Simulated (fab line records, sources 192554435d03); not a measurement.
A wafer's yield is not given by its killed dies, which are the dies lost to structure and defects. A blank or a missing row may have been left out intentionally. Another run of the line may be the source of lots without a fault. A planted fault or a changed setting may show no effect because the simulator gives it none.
Split-lot study	flow n5Finfet	on a route of 1938 steps: 7 lots, 21 wafers read

SPLIT DETAILS
At N5_WELL_APT_COAT_19 (resist thk 950 nm), the setting spinRpm was moved away from the recipe's 1357 rpm on 10 of the 21 wafers read, by -10.7% to +3.4%. All remaining wafers had this setting at the recipe value.

The split's own step is where the reading is taken.

THE READING
coat_of_WELL_APT_COAT_19.thkNm (the simulator's own value, which no gauge read), in nm, at N5_WELL_APT_COAT_19 (resist thk 950 nm). No usual value for it is given in the file. The 11 wafers here that ran the recipe average 951.2 nm, standard deviation 1.7 nm.

wafer	tool, chamber at the split	spinRpm as run, rpm	against the recipe	coat_of_WELL_APT_COAT_19.thkNm, nm	against lot-mates on the recipe
L074.1	lithoTrack-02, 0	1274	-6.1%	978.3	+30.8
L074.6	lithoTrack-02, 0	1274	-6.1%	978.3	+30.8
L074.5	lithoTrack-02, 0	1357	recipe	947.5	-
L083.3	lithoTrack-03, 0	1357	recipe	952.8	-
L083.4	lithoTrack-03, 0	1357	recipe	949.4	-
L083.5	lithoTrack-03, 0	1357	recipe	951.1	-
L090.2	lithoTrack-04, 0	1253	-7.7%	995.4	+43.1
L090.3	lithoTrack-04, 0	1357	recipe	952.9	-
L090.6	lithoTrack-04, 0	1357	recipe	951.7	-
L094.1	lithoTrack-03, 0	1357	recipe	952	-
L094.3	lithoTrack-03, 0	1403	+3.4%	939.8	-12.2
L094.4	lithoTrack-03, 0	1403	+3.4%	937	-15.0
L095.1	lithoTrack-02, 0	1212	-10.7%	1004	+53.6
L095.3	lithoTrack-02, 0	1212	-10.7%	1008	+57.6
L095.5	lithoTrack-02, 0	1357	recipe	950.4	-
L096.1	lithoTrack-04, 0	1357	recipe	950.7	-
L096.2	lithoTrack-04, 0	1290	-4.9%	976	+23.5
L096.6	lithoTrack-04, 0	1357	recipe	954.2	-
L097.1	lithoTrack-04, 0	1293	-4.7%	974.1	+23.2
L097.3	lithoTrack-04, 0	1293	-4.7%	977	+26.1
L097.5	lithoTrack-04, 0	1357	recipe	950.9	-

FIT RESULTS
A straight line over all 21 wafers: coat_of_WELL_APT_COAT_19.thkNm changes by -4.95 nm for each +1% of spinRpm; r = -0.99; the points scatter about the line by 2.7 nm.
The same after taking each lot's own level away (the mean of its wafers on the recipe; 21 wafers): -5.08 nm for each +1%; r = -1.00; scatter 1.9 nm.
Per that fit: largest spinRpm move, reading shift of 54 nm.
The lots' own levels span 947.50 to 952.45 nm, that is 2.8 times the standard deviation above.
The two slopes agree, so the slope changes little with the lot-to-lot level.
Check: +55.4 nm against its lot-mates is what the line predicts for one of the wafers moved furthest among these (-10.7%) when that wafer is left out of the fit. Against them it came out at +53.6 nm.

ADDITIONAL SPLITS CARRIED BY THESE WAFERS
Note: prior to the reading, these wafers also went through further splits. Each is held against what the fit with the lots' levels taken away leaves over:
other split on the same wafers	wafers away from the commonest value	r with coat_of_WELL_APT_COAT_19.thkNm (lot level and that fit taken away)
N5_WELL_APT_PEB_06 pebTimeS	9	-0.27

THE FILE'S OWN FIT
coat_of_WELL_APT_COAT_19.thkNm changes by -5.18 nm for each +1% of spinRpm, r = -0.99.
